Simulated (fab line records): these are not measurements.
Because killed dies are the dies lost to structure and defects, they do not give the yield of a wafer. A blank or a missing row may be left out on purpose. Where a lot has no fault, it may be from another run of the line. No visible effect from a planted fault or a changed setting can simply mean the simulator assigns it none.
Matching of chambers	flow nandHarc	4 sister chambers for NHARC_P_BONDPAD_ETCH_37 on rieDiel-10
The step etches the open film in N2/H2, target depth 60 nm, overetch 18 nm, time 65.91 s. 8 wafers are shown with their chamber, then 12 later ones without.

== WAFERS WITH THEIR CHAMBER ==
wafer	chamber	showerheadPlenumPTorr (Torr)	drypumpMotorCurrentA (A)
L272.6	0	2.08	5.69
L273.5	1	2.07	5.41
L283.1	2	2.07	5.55
L283.5	0	2.07	5.67
L283.6	1	2.07	5.41
L284.1	3	2.20	5.87
L284.4	2	2.07	5.57
L284.5	3	2.20	5.84

== WAFERS WHOSE CHAMBER IS MISSING ==
wafer	showerheadPlenumPTorr (Torr)	drypumpMotorCurrentA (A)
L286.2	2.07	5.40
L286.3	2.07	5.68
L286.6	2.07	5.57
L287.2	2.20	5.85
L287.4	2.07	5.58
L287.5	2.20	5.88
L288.1	2.07	5.43
L288.4	2.20	5.82
L288.5	2.07	5.67
L290.1	2.07	5.68
L290.2	2.07	5.56
L290.3	2.20	5.85

== EACH ONE'S CHAMBER ==
wafer	from the rows above	in truth
L286.2	1	1
L286.3	0	0
L286.6	2	2
L287.2	3	3
L287.4	2	2
L287.5	3	3
L288.1	1	1
L288.4	3	3
L288.5	0	0
L290.1	0	0
L290.2	2	2
L290.3	3	3
Placed correctly: 12 of 12. Can't be placed from these rows: 0. Placed wrongly: 0.
How it was worked out, from the rows above alone: a wafer's distance from a chamber is the root of the sum, over the readings, of the square of ((its reading less the chamber's mean) divided by the reading's scatter). If the next closest chamber is less than 2 further off than the closest, the wafer can't be placed; otherwise it belongs to the closest. For every chamber, the mean is computed from those of its wafers that are shown. The scatter is the square root of a quotient: the sum, over the shown wafers, of each reading's squared deviation from its chamber's mean, divided by wafers minus chambers.
